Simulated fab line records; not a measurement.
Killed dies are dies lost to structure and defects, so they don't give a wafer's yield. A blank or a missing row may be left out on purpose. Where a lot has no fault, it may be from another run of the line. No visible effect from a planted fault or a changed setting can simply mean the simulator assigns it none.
fab line records	flow nandHarc
record lots=6	wafers=18	lastDay=25
route steps=1159 shown A_CHANNEL_HOLE_D1@459 END@1159
lots with no fault: from the same line, run without faults
startH: start of the lot's first displayed wafer, in hours after the record's first day	waitH: hours since the lot's step before	" same as the row above	L1.1+2: one row covering several wafers at once	- no value, or no start was given	* or withheld: withheld	< > ~ a bound
route shown NAME@n: names a module that has steps shown in the file, with the first one's number in the route	usual: mean/standard deviation of fault-free wafers	same: alike in all rows	chamber/n: place in a boat	sites: readings site by site	_std_site: the values' standard deviation	_edge_site: outer sites' mean less inner sites'	radiusMm: for every site, how far away it sits from the centre of the wafer	mask NAME#n: copy n	behind: the most recent tool/chamber to have shaped the wafer	hold: the reason the lot was held/the length of the hold in hours/how it ended	device: transistor that didn't switch, given as n, p or np	end of line: the route-end tests of the same wafers	a step without rows: its recipe alone	killed: dies lost to structure and defects at the first sort, not the wafer's yield	map: a wafer's dies, x killed, . not, _ none there
set.NAME: the setting that was run; set.NAME@STEP: the one run at that earlier step	model.NAME: the simulator's own value behind a step, which no gauge read
lots seen at some steps along the route; tables by step, rows by wafer
services: the hour from which a tool's chamber was out of use, counted from the record's first day as startH (under 0 if before that day), plus the number of hours and why
## steps
# step NHARC_A_CHANNEL_HOLE_D1_EXPOSE_07
# recipe na=1.35	targetCdNm=100	sigmaOuter=0.3	doseMj=59.65	maskId=HOLE_D1
# step NHARC_A_CHANNEL_HOLE_D1_PEB_08
# recipe pebTempC=100	pebTimeS=65
# step NHARC_A_CHANNEL_HOLE_D1_DEVELOP_09
# recipe developTimeS=35	devTempC=23
# step NHARC_A_CHANNEL_HOLE_D1_CD_MEAS_10
# recipe targetCdNm=100	landingEnergyEv=500
# usual cdNm=99.9/0.5
lot.wafer	tool	chamber	startH	waitH	cdNm
L115.2	cdSem-03	0	193.34	-	99.7
L115.3	"	0	"	"	100.1
L115.6	"	0	"	"	100.3
L117.1	cdSem-02	0	217.86	-	100.5
L117.3	"	0	"	"	99.1
L117.5	"	0	"	"	99.6
L126.2	cdSem-01	0	271.94	-	100.2
L126.3	"	0	"	"	98.6
L126.6	"	0	"	"	99.9
L127.1	cdSem-02	0	271.96	-	99.5
L127.2	"	0	"	"	99.0
L127.6	"	0	"	"	98.9
L133.3	cdSem-02	0	308.90	-	100.6
L133.4	"	0	"	"	98.9
L133.5	"	0	"	"	100.3
L132.1	cdSem-02	0	319.27	-	99.6
L132.3	"	0	"	"	99.6
L132.6	"	0	"	"	99.9
# step NHARC_A_CHANNEL_HOLE_D1_OVL_MEAS_11
# usual overlayXNm=0.1/0.82	overlayYNm=-0.2/0.75
lot.wafer	tool	chamber	startH	waitH	overlayXNm	overlayYNm
L115.2	overlay-01	-	193.43	-	0.2	-1.8
L115.3	"	-	"	"	-0.1	-1.0
L115.6	"	-	"	"	0.4	-1.3
L117.1	overlay-02	-	217.95	-	-1.0	0.2
L117.3	"	-	"	"	-1.0	0.3
L117.5	"	-	"	"	-1.0	0.7
L126.2	overlay-02	-	272.02	-	1.3	0.0
L126.3	"	-	"	"	1.0	0.0
L126.6	"	-	"	"	1.5	-0.2
L127.1	overlay-01	-	272.05	-	0.5	0.7
L127.2	"	-	"	"	0.0	1.1
L127.6	"	-	"	"	0.0	1.4
L133.3	overlay-02	-	308.99	-	0.0	-0.4
L133.4	"	-	"	"	0.0	-0.3
L133.5	"	-	"	"	0.5	-0.2
L132.1	overlay-02	-	319.36	-	-0.8	-1.1
L132.3	"	-	"	"	-0.9	-0.4
L132.6	"	-	"	"	-0.6	-0.5
# step NHARC_A_CHANNEL_HOLE_D1_INSPECT_12
# usual rawDefectCount=5.3/2.7
lot.wafer	tool	chamber	startH	waitH	rawDefectCount
L115.2	defectInspect-01	-	193.47	0.0	3
L115.3	"	-	"	"	4
L115.6	"	-	"	"	10
L117.1	defectInspect-02	-	217.99	0.0	4
L117.3	"	-	"	"	4
L117.5	"	-	"	"	3
L126.2	defectInspect-02	-	272.06	0.0	7
L126.3	"	-	"	"	8
L126.6	"	-	"	"	3
L127.1	defectInspect-01	-	272.09	0.0	3
L127.2	"	-	"	"	10
L127.6	"	-	"	"	6
L133.3	defectInspect-01	-	309.04	0.1	7
L133.4	"	-	"	"	2
L133.5	"	-	"	"	2
L132.1	defectInspect-02	-	319.40	0.0	3
L132.3	"	-	"	"	7
L132.6	"	-	"	"	1
# step NHARC_A_CHANNEL_HOLE_D1_DESCUM_15
# recipe timeS=3	o2FlowSccm=200	arFlowSccm=0	biasPowerW=0	chemistry=O2
# usual drypumpMotorCurrentA=5.6/0.37	mfcArSccm=0.009/0.011	oesProductAu=0.998/0.0067	rfVppV=57.8/0.87	showerheadPlenumPTorr=1.94/0.093	throttleValvePct=11.311/0.0093
# same biasPowerW=0
lot.wafer	tool	chamber	startH	waitH	drypumpMotorCurrentA	mfcArSccm	oesProductAu	rfHoursCounterH	rfVppV	showerheadPlenumPTorr	throttleValvePct
L115.2	rieDiel-02	0	193.53	0.1	5.7	0	0.999	2	57.1	1.96	11.301
L115.3	"	3	"	"	5.8	0.021	1.009	3	57.2	2.02	11.316
L115.6	"	0	"	"	5.7	0	1.005	-	58.2	1.96	11.308
L117.1	rieDiel-13	0	218.07	0.1	5.3	0	0.998	9	59.7	2.06	11.304
L117.3	"	1	"	"	5.9	0.033	1.001	8	57.2	1.93	11.315
L117.5	"	2	"	"	5.2	0	0.989	-	56.8	1.82	11.302
L126.2	rieDiel-11	0	272.14	0.1	5.4	0	1.000	4	57.3	1.81	11.299
L126.3	"	1	"	"	4.7	0	0.986	4	59.2	2.03	11.330
L126.6	"	3	"	"	5.4	0.020	0.999	-	57.7	1.87	11.313
L127.1	rieDiel-02	2	272.15	0.1	5.5	0.006	0.999	8	57.8	2.04	11.302
L127.2	"	3	"	"	5.8	0.021	0.994	7	57.2	2.02	11.314
L127.6	"	3	"	"	5.8	0.021	0.997	-	57.2	2.02	11.310
L133.3	rieDiel-02	0	309.11	0.1	5.7	0	0.990	10	58.6	1.95	11.302
L133.4	"	1	"	"	6.2	0.013	1.000	10	56.3	1.78	11.311
L133.5	"	3	"	"	5.8	0.021	0.988	-	57.3	2.02	11.316
L132.1	rieDiel-02	0	319.47	0.1	5.7	0	1.003	11	57.9	1.95	11.314
L132.3	"	1	"	"	6.2	0.013	0.995	12	56.0	1.78	11.304
L132.6	"	0	"	"	5.7	0	1.000	-	59.4	1.95	11.303
# step NHARC_A_CHANNEL_HOLE_D1_ETCH_38
# recipe targetDepthA=390	overEtchFrac=0.3	timeS=65	ionEnergyEv=80	cf4FlowSccm=150	arFlowSccm=0	rfW=300	biasW=100	chemistry=CF4
# usual biasW=99.99/0.3	cf4FlowSccm=150.0/0.44	drypumpMotorCurrentA=5.6/0.37	mfcArSccm=0.010/0.011	oesProductAu=0.998/0.0087	rfVppV=151.5/1.3	showerheadPlenumPTorr=1.79/0.081	throttleValvePct=13.284/0.0094
lot.wafer	tool	chamber	startH	waitH	biasW	cf4FlowSccm	drypumpMotorCurrentA	mfcArSccm	oesProductAu	rfHoursCounterH	rfVppV	showerheadPlenumPTorr	throttleValvePct
L115.3	rieDiel-02	1	193.62	0.1	100.05	149.6	6.2	0.013	0.990	2	148.7	1.65	13.277
L115.2	"	2	"	"	100.21	149.5	5.5	0.006	0.998	2	152.4	1.88	13.301
L115.6	"	3	"	"	100.33	149.7	5.8	0.021	1.000	-	153.1	1.86	13.292
L117.3	rieDiel-13	3	218.15	0.1	99.88	149.9	5.5	0	0.991	9	150.4	1.78	13.272
L117.1	"	0	"	"	100.01	150.1	5.2	0	0.998	9	152.6	1.89	13.278
L117.5	"	2	"	"	99.80	149.5	5.2	0	0.992	-	150.4	1.69	13.274
L126.2	rieDiel-11	1	272.20	0.1	100.26	149.6	4.8	0	0.989	4	152.3	1.87	13.293
L126.3	"	2	"	"	99.64	149.9	5.9	0.021	0.996	5	152.8	1.83	13.283
L126.6	"	1	"	"	99.96	150.3	4.8	0	0.997	-	152.6	1.87	13.267
L127.1	rieDiel-02	3	272.24	0.1	100.34	149.8	5.8	0.021	0.990	7	151.9	1.86	13.264
L127.2	"	2	"	"	99.79	149.9	5.5	0.006	0.992	8	153.4	1.88	13.299
L127.6	"	0	"	"	99.75	150.2	5.7	0	0.998	-	150.1	1.80	13.290
L133.3	rieDiel-02	1	309.19	0.1	100.14	150.0	6.2	0.013	1.006	10	149.8	1.65	13.291
L133.4	"	2	"	"	100.21	150.0	5.5	0.006	1.011	10	153.3	1.88	13.282
L133.5	"	0	"	"	99.35	149.4	5.7	0	1.008	-	151.6	1.80	13.285
L132.3	rieDiel-02	3	319.55	0.1	100.49	149.1	5.8	0.021	1.007	11	152.9	1.86	13.279
L132.1	"	1	"	"	99.60	149.8	6.2	0.013	1.000	12	149.0	1.65	13.276
L132.6	"	3	"	"	100.50	150.2	5.8	0.021	1.002	-	151.1	1.86	13.285
# step NHARC_A_CHANNEL_HOLE_D1_ETCH_39
# recipe targetDepthA=2600	overEtchFrac=0.3	timeS=325	ionEnergyEv=200	n2FlowSccm=150	h2FlowSccm=150	arFlowSccm=0	rfW=400	biasW=150	chemistry=N2/H2
# step NHARC_A_CHANNEL_HOLE_D1_ETCH_34
# recipe targetDepthA=1540	timeS=77	cf4FlowSccm=100	chf3FlowSccm=30	arFlowSccm=0	rfW=500	biasW=200	chemistry=CF4/CHF3
# usual biasW=200.0/0.66	cf4FlowSccm=100.0/0.31	drypumpMotorCurrentA=5.6/0.37	mfcArSccm=0.010/0.011	oesProductAu=0.952/0.022	rfVppV=371.2/2.5	showerheadPlenumPTorr=1.59/0.073	throttleValvePct=16.803/0.0086
lot.wafer	tool	chamber	startH	waitH	biasW	cf4FlowSccm	drypumpMotorCurrentA	mfcArSccm	oesProductAu	rfHoursCounterH	rfVppV	showerheadPlenumPTorr	throttleValvePct
L115.2	rieDiel-02	0	-	-	200.5	100.2	5.7	0	0.967	3	370.1	1.61	16.822
L115.3	"	2	"	"	200.3	99.9	5.5	0.006	0.966	2	374.0	1.67	16.802
L115.6	"	0	"	"	200.8	100.4	5.7	0	0.971	-	371.1	1.61	16.811
L117.3	rieDiel-13	0	-	-	200.3	99.5	5.2	0	0.919	9	374.0	1.68	16.807
L117.1	"	1	"	"	201.0	99.8	6.0	0.033	0.929	9	372.0	1.58	16.807
L117.5	"	0	"	"	200.3	100.2	5.2	0	0.927	-	375.9	1.68	16.806
L126.3	rieDiel-11	2	-	-	199.1	100.5	5.9	0.021	0.914	5	372.2	1.62	16.824
L126.2	"	1	"	"	200.1	99.8	4.8	0	0.928	4	375.3	1.67	16.814
L126.6	"	2	"	"	199.1	100.1	5.9	0.021	0.920	-	372.4	1.62	16.799
L127.1	rieDiel-02	3	-	-	199.0	100.2	5.8	0.021	0.926	8	374.1	1.66	16.792
L127.2	"	2	"	"	199.1	99.7	5.5	0.006	0.918	8	373.8	1.67	16.791
L127.6	"	0	"	"	199.9	100.7	5.7	0	0.931	-	371.3	1.61	16.799
L133.3	rieDiel-02	1	-	-	199.3	100.0	6.2	0.013	0.922	10	368.1	1.47	16.805
L133.4	"	2	"	"	200.2	99.7	5.5	0.006	0.916	10	373.1	1.67	16.793
L133.5	"	0	"	"	199.3	100.0	5.7	0	0.927	-	371.4	1.60	16.806
L132.3	rieDiel-02	2	-	-	200.5	100.1	5.5	0.006	0.977	11	373.7	1.67	16.797
L132.1	"	0	"	"	200.0	100.3	5.7	0	0.970	11	371.6	1.60	16.794
L132.6	"	1	"	"	198.9	100.4	6.2	0.013	0.985	-	366.2	1.47	16.813
# step NHARC_A_CHANNEL_HOLE_D1_ETCH_16
# recipe targetDepthA=31000	overEtchFrac=0.3	timeS=806	ionEnergyEv=150	o2FlowSccm=400	cosFlowSccm=20	arFlowSccm=0	rfW=500	biasW=300	chemistry=O2/COS
# usual biasW=300.1/0.9	chamberPressureMTorr=20.000/0.02	drypumpMotorCurrentA=5.6/0.38	mfcArSccm=0.009/0.011	oesProductAu=0.998/0.0082	rfVppV=314.6/2.4	showerheadPlenumPTorr=3.16/0.15	throttleValvePct=28.330/0.01
lot.wafer	tool	chamber	startH	waitH	biasW	chamberPressureMTorr	drypumpMotorCurrentA	mfcArSccm	oesProductAu	rfHoursCounterH	rfVppV	showerheadPlenumPTorr	throttleValvePct
L115.3	rieDiel-02	1	-	-	301.5	20.010	6.3	0.013	0.992	2	312.2	2.92	28.330
L115.2	"	2	"	"	299.6	19.979	5.5	0.006	1.001	3	317.2	3.32	28.324
L115.6	"	2	"	"	300.4	19.999	5.5	0.006	1.004	-	317.9	3.32	28.336
L117.1	rieDiel-13	2	-	-	299.7	19.986	5.2	0	0.986	9	310.7	2.98	28.311
L117.3	"	1	"	"	299.7	20.004	5.9	0.033	0.996	9	314.0	3.14	28.335
L117.5	"	3	"	"	301.8	19.990	5.6	0	0.997	-	313.5	3.14	28.333
L126.2	rieDiel-11	0	-	-	298.8	20.032	5.5	0	1.011	4	311.6	2.97	28.350
L126.3	"	1	"	"	300.3	19.994	4.8	0	0.998	5	316.3	3.30	28.343
L126.6	"	1	"	"	301.1	19.992	4.8	0	1.002	-	316.8	3.30	28.330
L127.1	rieDiel-02	3	-	-	300.9	20.000	5.8	0.021	0.998	8	317.5	3.28	28.319
L127.2	"	2	"	"	301.0	19.981	5.5	0.006	1.005	8	317.3	3.32	28.330
L127.6	"	0	"	"	300.1	19.996	5.7	0	1.003	-	315.3	3.19	28.340
L133.4	rieDiel-02	0	-	-	300.1	19.966	5.7	0	1.008	10	315.4	3.18	28.327
L133.3	"	2	"	"	300.3	20.030	5.5	0.006	0.998	10	318.0	3.32	28.334
L133.5	"	1	"	"	302.3	20.007	6.3	0.013	1.008	-	311.8	2.91	28.333
L132.3	rieDiel-02	3	-	-	300.0	20.023	5.9	0.021	1.008	11	316.4	3.28	28.338
L132.1	"	0	"	"	300.4	20.004	5.7	0	1.008	11	316.5	3.18	28.327
L132.6	"	1	"	"	301.2	19.976	6.2	0.013	0.990	-	310.2	2.91	28.322
# step NHARC_A_CHANNEL_HOLE_D1_CD_MEAS_18
# usual cdNm=99.9/2.6
lot.wafer	tool	chamber	startH	waitH	cdNm
L115.2	cdSem-01	-	194.64	-	98.5
L115.3	"	-	"	"	104.8
L115.6	"	-	"	"	103.3
L117.1	cdSem-01	-	219.16	-	97.7
L117.3	"	-	"	"	96.2
L117.5	"	-	"	"	97.2
L126.2	cdSem-01	-	273.23	-	94.3
L126.3	"	-	"	"	95.7
L126.6	"	-	"	"	98.7
L127.1	cdSem-02	-	273.26	-	99.7
L127.2	"	-	"	"	98.3
L127.6	"	-	"	"	96.4
L133.3	cdSem-01	-	310.21	-	100.2
L133.4	"	-	"	"	101.0
L133.5	"	-	"	"	104.4
L132.1	cdSem-03	-	320.56	-	105.2
L132.3	"	-	"	"	98.5
L132.6	"	-	"	"	100.0
# step NHARC_A_CHANNEL_HOLE_D1_ETCH_19
# recipe biasV=1200	sourceW=2500	pressureMtorr=15	timeS=34.5	arFlowSccm=375	c4f8FlowSccm=28.8	o2FlowSccm=96.2	tempC=-20	targetDepthA=*	chemistry=C4F8/O2/Ar
# usual biasV=1202/13	c4f8FlowSccm=28.81/0.084	drypumpMotorCurrentA=5.8/0.51	escClampCurrentUA=0.0207/0.00048	mfcArSccm=375.1/1.2	showerheadPlenumPTorr=3.78/0.066	throttleValvePct=37.039/0.009
lot.wafer	tool	chamber	startH	waitH	biasV	c4f8FlowSccm	drypumpMotorCurrentA	escClampCurrentUA	mfcArSccm	rfHoursCounterH	showerheadPlenumPTorr	throttleValvePct
L115.2	harEtch-02	0	194.73	0.1	1202	28.83	5.7	0.0202	376.2	108	3.77	37.041
L115.3	"	0	"	"	1193	28.82	5.7	0.0202	373.8	-	3.77	37.035
L115.6	"	0	"	"	1216	28.95	5.7	0.0202	374.9	-	3.77	37.033
L117.1	harEtch-01	1	219.25	0.1	1199	28.80	5.2	0.0206	375.2	207	3.80	37.043
L117.3	"	0	"	"	1179	28.74	5.7	0.0213	375.7	-	3.86	37.048
L117.5	"	0	"	"	1191	28.73	5.7	0.0213	377.8	-	3.86	37.031
L126.2	harEtch-02	0	273.30	0.1	-	-	-	-	-	-	-	-
L126.3	"	1	"	"	-	-	-	-	-	-	-	-
L126.6	"	1	"	"	-	-	-	-	-	-	-	-
L127.2	harEtch-01	1	273.35	0.1	-	-	-	-	-	-	-	-
L127.1	"	0	"	"	-	-	-	-	-	-	-	-
L127.6	"	1	"	"	-	-	-	-	-	-	-	-
L133.4	harEtch-02	0	310.32	0.1	1210	28.76	5.8	0.0202	375.1	-	3.75	37.022
L133.3	"	1	"	"	1204	28.76	6.6	0.0203	375.9	-	3.66	37.039
L133.5	"	0	"	"	1202	28.78	5.7	0.0203	375.6	-	3.75	37.052
L132.1	harEtch-01	0	322.02	1.5	1205	28.74	5.7	0.0214	375.0	0	3.84	37.033
L132.3	"	1	"	"	1201	28.92	5.2	0.0207	376.2	-	3.77	37.026
L132.6	"	0	"	"	1193	28.72	5.8	0.0215	373.4	-	3.84	37.036
# step NHARC_A_CHANNEL_HOLE_D1_ETCH_20
# recipe biasV=3000	sourceW=withheld	pressureMtorr=20	timeS=361.9	arFlowSccm=375	c4f8FlowSccm=89.3	o2FlowSccm=35.7	tempC=-20	targetDepthA=16000	chemistry=C4F8/O2/Ar
# usual c4f8FlowSccm=89.27/0.26	chamberPressureMTorr=20.001/0.018	drypumpMotorCurrentA=5.8/0.51	escClampCurrentUA=0.0207/0.00048	mfcArSccm=375.3/1.3	showerheadPlenumPTorr=3.73/0.063	throttleValvePct=32.154/0.0087
lot.wafer	tool	chamber	startH	waitH	c4f8FlowSccm	chamberPressureMTorr	drypumpMotorCurrentA	escClampCurrentUA	mfcArSccm	rfHoursCounterH	showerheadPlenumPTorr	throttleValvePct
L115.2	harEtch-02	0	194.87	0.1	89.38	19.977	5.7	0.0202	374.0	108	3.73	32.156
L115.3	"	0	"	"	89.09	19.976	5.7	0.0202	374.0	-	3.73	32.153
L115.6	"	0	"	"	89.60	20.016	5.7	0.0202	375.3	-	3.73	32.143
L117.1	harEtch-01	1	219.40	0.1	89.07	20.007	5.1	0.0206	375.1	207	3.75	32.156
L117.3	"	0	"	"	89.60	20.009	5.7	0.0214	376.4	-	3.82	32.156
L117.5	"	0	"	"	89.08	19.994	5.7	0.0214	377.9	-	3.82	32.160
L126.2	harEtch-02	0	273.41	0.1	89.27	19.971	5.7	0.0203	376.8	142	3.71	32.154
L126.3	"	1	"	"	90.03	20.015	6.6	0.0202	375.2	-	3.63	32.165
L126.6	"	1	"	"	89.60	19.999	6.6	0.0203	374.4	-	3.63	32.174
L127.2	harEtch-01	1	273.46	0.1	89.16	20.019	5.2	0.0207	373.0	234	3.74	32.162
L127.1	"	0	"	"	89.75	19.994	5.7	0.0214	375.0	234	3.80	32.161
L127.6	"	1	"	"	89.49	20.004	5.2	0.0206	373.4	-	3.74	32.167
L133.4	harEtch-02	0	310.50	0.2	88.95	20.013	5.7	0.0202	374.0	-	3.70	32.133
L133.3	"	1	"	"	89.55	20.014	6.6	0.0203	373.9	-	3.62	32.161
L133.5	"	0	"	"	89.28	20.022	5.7	0.0202	375.9	-	3.70	32.153
L132.1	harEtch-01	0	322.16	0.1	88.98	20.027	5.7	0.0215	374.3	0	3.79	32.153
L132.3	"	1	"	"	89.24	19.998	5.1	0.0206	376.1	-	3.73	32.143
L132.6	"	0	"	"	89.19	20.005	5.7	0.0215	375.2	-	3.79	32.157
# step NHARC_END_SORT_01
# recipe tempC=25
# usual killedAtArray=28/11	killedAtOther=0.7/1.1	killedAtPeriphery=2.9/2	killedDies=32/11	killedOpen=3.2/1.8	killedShort=2.0/1.4
# same grossDies=677
lot.wafer	tool	chamber	startH	waitH	killedAtArray	killedAtOther	killedAtPeriphery	killedDies	killedOpen	killedShort
L115.2	prober-02	0	459.68	2.8	24	0	2	26	2	5
L115.3	prober-02	0	460.49	3.1	23	1	6	30	4	4
L115.6	prober-02	0	462.91	4.0	26	0	2	28	2	4
L117.1	prober-01	0	475.22	2.5	29	4	7	40	4	2
L117.3	prober-01	0	476.81	3.1	25	2	5	32	3	1
L117.5	prober-01	0	478.39	3.7	28	4	3	35	6	2
L127.1	prober-01	0	534.04	2.5	674	2	1	677	1	1
L127.2	prober-01	0	534.83	2.8	676	0	1	677	3	1
L127.6	prober-01	0	538.00	4.0	676	1	0	677	3	2
L126.2	prober-02	0	534.82	2.8	671	3	3	677	6	3
L126.3	prober-02	0	535.63	3.1	669	0	8	677	12	4
L126.6	prober-02	0	538.05	4.0	668	4	5	677	6	2
# killed by level:class
L115.2 A_SLIT:chamberFilmFlake=8 A_CHANNEL_HOLE_D1:chamberFilmFlake=5 A_CHANNEL_FILL_D1:chamberFilmFlake=2 P_CONTACT:geometricParticle:short=1 A_ONON_D1:geometricParticle:open=1 A_CHANNEL_FILL_D1:geometricParticle:open=1 A_CHANNEL_FILL_D1:geometricParticle:short=1 A_SGD_CUT:geometricParticle:short=1
L115.3 A_CHANNEL_HOLE_D1:chamberFilmFlake=7 A_SLIT:chamberFilmFlake=7 A_ONON_D1:geometricParticle:short=2 A_M0:geometricParticle:open=2 P_ZERO_WELL:chamberFilmFlake=2 P_STI:chamberFilmFlake=2 A_STAIRCASE:chamberFilmFlake=2 P_M1:geometricParticle:short=1
L115.6 A_CHANNEL_HOLE_D1:chamberFilmFlake=10 A_SLIT:chamberFilmFlake=6 A_CONTACT:geometricParticle:open=2 A_BLC:chamberFilmFlake=2 A_SGD_CUT:geometricParticle:short=1 A_WL_FILL:geometricParticle:short=1 A_CONTACT:geometricParticle:short=1 A_BLC:geometricParticle:short=1
L117.1 A_CHANNEL_HOLE_D1:chamberFilmFlake=18 P_GATE:chamberFilmFlake=4 A_STAIRCASE:chamberFilmFlake=4 THIN_TSV:chamberFilmFlake=4 A_CONTACT:chamberFilmFlake=2 P_GATE:geometricParticle:open=1 P_CONTACT:geometricParticle:open=1 A_ONON_D1:geometricParticle:short=1
L117.3 A_CHANNEL_HOLE_D1:chamberFilmFlake=13 A_CONTACT:chamberFilmFlake=5 P_GATE:chamberFilmFlake=4 A_BONDPAD:chamberFilmFlake=4 THIN_TSV:chamberFilmFlake=2 P_CONTACT:geometricParticle:open=1 A_SOURCE_PLATE:geometricParticle:open=1 A_CONTACT:geometricParticle:open=1
L117.5 A_CHANNEL_HOLE_D1:chamberFilmFlake=15 A_CONTACT:chamberFilmFlake=4 A_BONDPAD:chamberFilmFlake=3 A_STAIRCASE:chamberFilmFlake=2 THIN_TSV:chamberFilmFlake=2 P_CONTACT:geometricParticle:open=1 P_CONTACT:geometricParticle:short=1 P_M0:geometricParticle:open=1
L127.1 A_CHANNEL_HOLE_D1:areaEtch=649 A_CHANNEL_HOLE_D1:chamberFilmFlake=17 A_SGD_CUT:chamberFilmFlake=2 A_WL_FILL:chamberFilmFlake=2 THIN_TSV:chamberFilmFlake=2 P_M2:geometricParticle:short=1 A_CONTACT:geometricParticle:open=1 A_CHANNEL_FILL_D1:chamberFilmFlake=1
L126.2 A_CHANNEL_HOLE_D1:areaEtch=643 A_SLIT:chamberFilmFlake=12 A_CHANNEL_HOLE_D1:chamberFilmFlake=5 A_STAIRCASE:chamberFilmFlake=2 A_CONTACT:chamberFilmFlake=2 THIN_TSV:chamberFilmFlake=2 P_CONTACT:geometricParticle:open=1 P_M0:geometricParticle:open=1
L127.2 A_CHANNEL_HOLE_D1:areaEtch=636 A_CHANNEL_HOLE_D1:chamberFilmFlake=25 A_STAIRCASE:chamberFilmFlake=7 A_M0:geometricParticle:open=2 A_WL_FILL:chamberFilmFlake=2 P_CONTACT:geometricParticle:open=1 A_ONON_D1:geometricParticle:short=1 A_SGD_CUT:chamberFilmFlake=1
L126.3 A_CHANNEL_HOLE_D1:areaEtch=626 A_SLIT:chamberFilmFlake=16 A_STAIRCASE:chamberFilmFlake=5 A_BLC:geometricParticle:open=4 P_ZERO_WELL:chamberFilmFlake=4 A_CHANNEL_HOLE_D1:chamberFilmFlake=4 A_CONTACT:chamberFilmFlake=3 A_SGD_CUT:geometricParticle:open=2
L127.6 A_CHANNEL_HOLE_D1:areaEtch=651 A_CHANNEL_HOLE_D1:chamberFilmFlake=12 A_SGD_CUT:chamberFilmFlake=3 A_CONTACT:chamberFilmFlake=3 A_WL_FILL:chamberFilmFlake=2 A_SGD_CUT:geometricParticle:open=1 A_CONTACT:geometricParticle:open=1 A_CONTACT:geometricParticle:short=1
L126.6 A_CHANNEL_HOLE_D1:areaEtch=640 A_SLIT:chamberFilmFlake=11 P_ZERO_WELL:chamberFilmFlake=4 A_CHANNEL_HOLE_D1:chamberFilmFlake=4 THIN_TSV:chamberFilmFlake=4 A_STAIRCASE:chamberFilmFlake=3 A_CONTACT:chamberFilmFlake=3 A_CONTACT:geometricParticle:open=2
# map L126.2 (x killed, . not)
____________x____________
_________xxxxxxx_________
_______xxxxxxxxxxx_______
______xxxxxxxxxxxxx______
_____xxxxxxxxxxxxxxx_____
____xxxxxxxxxxxxxxxxx____
____xxxxxxxxxxxxxxxxx____
___xxxxxxxxxxxxxxxxxxx___
___xxxxxxxxxxxxxxxxxxx___
__xxxxxxxxxxxxxxxxxxxxx__
__xxxxxxxxxxxxxxxxxxxxx__
_xxxxxxxxxxxxxxxxxxxxxxx_
_xxxxxxxxxxxxxxxxxxxxxxx_
_xxxxxxxxxxxxxxxxxxxxxxx_
_xxxxxxxxxxxxxxxxxxxxxxx_
_xxxxxxxxxxxxxxxxxxxxxxx_
xxxxxxxxxxxxxxxxxxxxxxxxx
xxxxxxxxxxxxxxxxxxxxxxxxx
xxxxxxxxxxxxxxxxxxxxxxxxx
xxxxxxxxxxxxxxxxxxxxxxxxx
xxxxxxxxxxxxxxxxxxxxxxxxx
_xxxxxxxxxxxxxxxxxxxxxxx_
_xxxxxxxxxxxxxxxxxxxxxxx_
_xxxxxxxxxxxxxxxxxxxxxxx_
_xxxxxxxxxxxxxxxxxxxxxxx_
_xxxxxxxxxxxxxxxxxxxxxxx_
__xxxxxxxxxxxxxxxxxxxxx__
__xxxxxxxxxxxxxxxxxxxxx__
___xxxxxxxxxxxxxxxxxxx___
___xxxxxxxxxxxxxxxxxxx___
____xxxxxxxxxxxxxxxxx____
____xxxxxxxxxxxxxxxxx____
_____xxxxxxxxxxxxxxx_____
______xxxxxxxxxxxxx______
_______xxxxxxxxxxx_______
_________xxxxxxx_________
____________x____________
# map L127.1 (x killed, . not)
____________x____________
_________xxxxxxx_________
_______xxxxxxxxxxx_______
______xxxxxxxxxxxxx______
_____xxxxxxxxxxxxxxx_____
____xxxxxxxxxxxxxxxxx____
____xxxxxxxxxxxxxxxxx____
___xxxxxxxxxxxxxxxxxxx___
___xxxxxxxxxxxxxxxxxxx___
__xxxxxxxxxxxxxxxxxxxxx__
__xxxxxxxxxxxxxxxxxxxxx__
_xxxxxxxxxxxxxxxxxxxxxxx_
_xxxxxxxxxxxxxxxxxxxxxxx_
_xxxxxxxxxxxxxxxxxxxxxxx_
_xxxxxxxxxxxxxxxxxxxxxxx_
_xxxxxxxxxxxxxxxxxxxxxxx_
xxxxxxxxxxxxxxxxxxxxxxxxx
xxxxxxxxxxxxxxxxxxxxxxxxx
xxxxxxxxxxxxxxxxxxxxxxxxx
xxxxxxxxxxxxxxxxxxxxxxxxx
xxxxxxxxxxxxxxxxxxxxxxxxx
_xxxxxxxxxxxxxxxxxxxxxxx_
_xxxxxxxxxxxxxxxxxxxxxxx_
_xxxxxxxxxxxxxxxxxxxxxxx_
_xxxxxxxxxxxxxxxxxxxxxxx_
_xxxxxxxxxxxxxxxxxxxxxxx_
__xxxxxxxxxxxxxxxxxxxxx__
__xxxxxxxxxxxxxxxxxxxxx__
___xxxxxxxxxxxxxxxxxxx___
___xxxxxxxxxxxxxxxxxxx___
____xxxxxxxxxxxxxxxxx____
____xxxxxxxxxxxxxxxxx____
_____xxxxxxxxxxxxxxx_____
______xxxxxxxxxxxxx______
_______xxxxxxxxxxx_______
_________xxxxxxx_________
____________x____________
## services
tool	chamber	startH	hours	kind
rieDiel-02	0	184.20	-	clean
rieDiel-02	1	184.20	-	clean
rieDiel-02	2	184.20	-	clean
rieDiel-02	3	184.20	-	clean
rieDiel-11	-	189.50	9.0	pm
rieDiel-02	0	208.70	-	clean
rieDiel-02	1	208.70	-	clean
rieDiel-02	2	208.70	-	clean
rieDiel-02	3	208.70	-	clean
rieDiel-11	-	215.80	2.6	repair
rieDiel-13	-	230.35	0.8	repair
rieDiel-02	0	233.20	-	clean
rieDiel-02	1	233.20	-	clean
rieDiel-02	2	233.20	-	clean
rieDiel-02	3	233.20	-	clean
rieDiel-13	1	233.97	10.8	repair
rieDiel-02	0	257.70	-	clean
rieDiel-02	1	257.70	-	clean
rieDiel-02	2	257.70	-	clean
rieDiel-02	3	257.70	-	clean
rieDiel-13	-	276.23	9.0	pm
rieDiel-02	0	282.20	-	clean
rieDiel-02	1	282.20	-	clean
harEtch-01	-	305.00	17.0	pm
## key
firstSign step=NHARC_A_CHANNEL_HOLE_D1_ETCH_19	reading=toolRecord	direction=missing
effect step=NHARC_END_SORT_01	reading=killedAtArray	direction=up	sigmas=58	usual=28	struck=672
moreKillsBornAt NHARC_A_CHANNEL_HOLE_D1_ETCH_19@harEtch-01=1936	NHARC_A_CHANNEL_HOLE_D1_ETCH_19@harEtch-02=1909
metAt NHARC_A_CHANNEL_HOLE_D1_ETCH_19
struckWafers L126.2,L126.3,L126.6,L127.1,L127.2,L127.6
laterRowsLeftOut L126.2,L126.3,L126.6,L127.1,L127.2,L127.6
testerLeftOut L126,L127
onsetBetween 219.25 273.30
fault kind=skippedStepWhole	tool=harEtch-01,harEtch-02	chamber=-	onsetH=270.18	steps=NHARC_A_CHANNEL_HOLE_D1_ETCH_19	scope=struckLotsOnly
# testerLeftOut: of these lots the tester's yield and bins aren't shown, on N5 and GAA mostly nor the transistor test; their killed dies are dies lost to structure and defects alone, not to doping, threshold or leakage, so they don't give the yield
# laterRowsLeftOut: the simulator's readings of these wafers behind a module that went badly wrong aren't trusted and aren't shown, but for the sort
